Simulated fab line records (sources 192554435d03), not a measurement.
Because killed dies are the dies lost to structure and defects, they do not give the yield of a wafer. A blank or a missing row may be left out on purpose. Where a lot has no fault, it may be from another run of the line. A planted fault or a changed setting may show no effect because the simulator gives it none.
Struck lot and sound lot, side by side -- flow n5 finfet -- 42 out of 1938 route steps
Sound: these wafers, L279.2, L279.3, L279.5. Struck: wafers L266.2, L266.3, L266.6. The cause is given at the end.
Per side, at each step with rows, come the tool, then ch with its chambers, and then its first start. Under that, the readings that differ: sound wafers -- struck wafers -- difference of the means -- sigmas: that difference in standard deviations of wafers without a fault.
alike: words and numbers the same on both sides, and readings whose means are apart by under 2 such deviations; not compared: readings that were withheld, readings missing a value for some wafer, numbers with overlapping values and no deviation given by the record, and bounds like >300 which may hide the same value.
Wherever a step has rows on one side only, a row that says differs or no value, or a row with sigmas, the two part there. When numbers do not overlap yet have no deviation, they are printed without sigmas and do not part them. A reading missing from all wafers of one side parts the sides only when that side holds two or more wafers.

first, 12 steps without rows for these wafers: N5_SD_EPI_N_STRIP_36 (strips in N2/H2); N5_SD_EPI_N_ETCHBACK_44 (etches SiNx in CH3F/O2, stops on SiO2, target depth 14.5 nm); N5_SD_EPI_N_ETCH_45 (etches SiOCN in CH3F/O2, target depth 6 nm); N5_SD_EPI_N_ETCH_16 (etches SiO2 in CHF3/O2, target depth 5 nm); N5_SD_EPI_N_STRIP_47 (strips in CHF3/O2); N5_SD_EPI_N_SD_RECESS_17 (chemistry HBr/Cl2/O2, target depth 41 nm, time 23.7 s, bt time 3 s); N5_SD_EPI_N_STRIP_38 (strips in N2/H2); N5_SD_EPI_N_WET_ETCH_43 (etches SiO2 in dHF, time 14 s, target depth 1.5 nm); N5_SD_EPI_N_STRIP_18 (strips in SPM, time 750 s); N5_SD_EPI_N_SRD_20 (time 30 s); N5_SD_EPI_N_PRECLEAN_48 (cleans in NF3:NH3, afs cycles 2, time 20 s, sublimation time 60 s); N5_SD_EPI_N_VAPOR_ETCH_50 (etches Si in HCl, time 54 s).
N5_SD_EPI_N_EPI_21: deposits Si:P, time 690 s.
  sound on epi rpcvd-04 ch 0, day 8 13:10; struck on epi rpcvd-02 ch 0, day 5 04:25
reading,sound,struck,difference,sigmas
chamber pressure Torr (Torr),255.1 255.5 254.9,394.0 394.2 394.0,+138.9,+99 or more
lamp inner pct (%),14.6 14.7 14.6,13.6 13.4 13.6,-1.1,-2
susceptor_temp_C_max,681.2 681.5 681.4,683.6 682.4 683.1,+1.7,+2
model.Si-P_of_SD_EPI_N_EPI_21.thk nm (nm),58.4 59.6 59.2,71.2 71.2 70.4,+11.9,
N5_SD_EPI_N_EPI_MEAS_23:
  struck on film metro-02, day 5 05:51; sound on film metro-01, day 8 14:36
reading,sound,struck,difference,sigmas
thk nm (nm),58.1 58.9 59.2,71.0 70.4 72.4,+12.5,+10
then, 24 steps without rows for these wafers: N5_SD_EPI_N_PRECLEAN_24 (cleans in O3/DIW, time 60 s); N5_SD_EPI_N_SRD_25 (time 30 s); N5_SD_EPI_N_PRECLEAN_49 (cleans in NF3:NH3, afs cycles 1, time 20 s, sublimation time 60 s); N5_SD_EPI_N_LINER_46 (material SiNx, target thk 3 nm); N5_SD_EPI_P_COAT_34 (time 60 s, resist thk 350 nm); N5_SD_EPI_P_COAT_35 (time 60 s, resist thk 35 nm); N5_SD_EPI_P_COAT_03 (resist thk 150 nm); N5_SD_EPI_P_EBR_05; N5_SD_EPI_P_SOFTBAKE_04 (time 60 s); N5_SD_EPI_P_EXPOSE_06 (exposes mask SD P BLK, target cd 240 nm); N5_SD_EPI_P_PEB_07 (peb time 60 s); N5_SD_EPI_P_DEVELOP_08 (develop time 30 s); N5_SD_EPI_P_DESCUM_14 (chemistry O2, time 7.9 s); N5_SD_EPI_P_ETCH_36 (etches SiARC in CF4, target depth 45.5 nm, time 75.8 s); N5_SD_EPI_P_ETCH_37 (etches SOC in N2/H2, overetch 108 nm, time 486 s); N5_SD_EPI_P_STRIP_38 (strips in N2/H2); N5_SD_EPI_P_ETCHBACK_46 (etches SiNx in CH3F/O2, stops on SiO2, target depth 17.5 nm); N5_SD_EPI_P_ETCH_47 (etches SiOCN in CH3F/O2, target depth 25 nm); N5_SD_EPI_P_ETCH_16 (etches SiO2 in CHF3/O2, target depth 5 nm); N5_SD_EPI_P_STRIP_50 (strips in CHF3/O2); N5_SD_EPI_P_SD_RECESS_17 (chemistry HBr/Cl2/O2, target depth 39.1 nm, bt time 3 s); N5_SD_EPI_P_WET_ETCH_45 (etches SiO2 in dHF, time 10.7 s, target depth 2 nm, rinse time 30 s); N5_SD_EPI_P_STRIP_40 (strips in N2/H2); N5_SD_EPI_P_PRECLEAN_52 (cleans in O3/DIW, time 60 s).
N5_SD_ACTIVATION_RS_MEAS_03: a four-point-probe measurement.
  struck on film metro-02, day 5 11:22; sound on film metro-01, day 8 19:41
reading,sound,struck,difference,sigmas
RS_SD_N (ohm/sq),22.47 21.89 22.03,17.57 17.65 17.85,-4.44,-16
  alike: RS_SD_P
N5_MOL_CONTACT_COAG_ETCH_15: etches SiNx in CH3F/O2, stops on Si:P, target depth 7 nm.
  sound on rie diel-03 ch 1,2,3, day 10 02:08; struck on rie diel-03 ch 1,2, day 6 17:35
reading,sound,struck,difference,sigmas
model.Si-P_of_SD_EPI_N_EPI_21.thk nm (nm),57.6 58.8 58.4,70.2 70.2 69.4,+11.7,
  alike: drypump motor current A, oes product au, rf vpp V, showerhead plenum p Torr, throttle valve pct
  not compared: rf hours counter h
-- record jumps: 4 days separate the struck wafers' starts on either side; left off in module MOL_CONTACT_COAG, taken up again in module BEOL_M4, whose first shown step is the route's number 1111 --
N5_BEOL_M4_RC_MEAS_101:
  sound on prober-01 ch 0, day 13 22:35; struck on prober-01 ch 0, day 10 21:20
reading,sound,struck,difference,sigmas
REXT_N (ohm.um),75.5 75.9 75.8,70.2 69.7 68.9,-6.1,-3
RS_SD_N (ohm/sq),28.7 28.4 28.3,22.6 22.8 22.8,-5.7,-15
  alike: DIBL_N, DIBL_P, IOFF_N, IOFF_P, ION_N, ION_P, SS_N, SS_P, VT_N, VT_P
-- the record jumps here: 5 days lie between the struck wafers' starts before and after (it left off in module BEOL_M4 and takes up again in module PASSIVATION, whose first step shown is number 1936 of the route) --
N5_PASSIVATION_PROBE_49:
  rows exist in the record for the struck wafers here (prober-02, day 15 14:34), but not for the sound ones

WHERE THEY PART
Last at N5_PASSIVATION_PROBE_49 as far as this record goes, first at N5_SD_EPI_N_EPI_21.

WHY: what had been put in by the simulator
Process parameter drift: epi rpcvd-02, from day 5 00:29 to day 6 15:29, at N5_SD_EPI_N_EPI_21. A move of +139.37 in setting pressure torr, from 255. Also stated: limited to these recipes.
